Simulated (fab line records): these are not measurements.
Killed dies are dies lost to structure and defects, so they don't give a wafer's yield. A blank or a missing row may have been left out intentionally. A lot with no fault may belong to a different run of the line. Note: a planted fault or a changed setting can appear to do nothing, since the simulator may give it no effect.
Chamber matching | flow nandHarc | pecvd-04 running NHARC_A_M1_DEP_33: 3 sister chambers
The step deposits SiCN, target thk 30 nm. 3 wafers are shown with their chamber, then 8 later ones without.

== EACH WAFER AND ITS CHAMBER ==
wafer  | chamber | heaterPowerW (W)
L087.5 | 1       | 545
L087.6 | 2       | 462
L088.1 | 0       | 650

== WAFERS WITH NO CHAMBER GIVEN ==
wafer  | heaterPowerW (W)
L088.3 | 487
L088.4 | 657
L091.1 | 556
L091.2 | 509
L091.5 | 405
L094.1 | 656
L094.4 | 496
L094.6 | 658

== WHICH CHAMBER EACH ONE RAN IN ==
wafer  | from the rows above     | in truth
L088.3 | can't be placed: 2 or 1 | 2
L088.4 | 0                       | 0
L091.1 | 1                       | 1
L091.2 | can't be placed: 1 or 2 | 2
L091.5 | 2                       | 2
L094.1 | 0                       | 0
L094.4 | can't be placed: 2 or 1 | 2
L094.6 | 0                       | 0
Placed correctly: 5 of 8. Cannot be placed on the basis of these rows: 3; the candidates contain the true chamber in 3. 0 placed wrongly.
How it was worked out, from the rows above alone: a wafer's distance from a chamber is the root of the sum, over the readings, of the square of ((its reading less the chamber's mean) divided by the reading's scatter). The wafer belongs to the nearest chamber; if the next one is less than 2 further off, it can't be placed. The mean given for a chamber averages the wafers shown for that chamber. The scatter: root of mean squared gap, hidden wafer to nearest shown wafer, with one shown wafer a chamber.
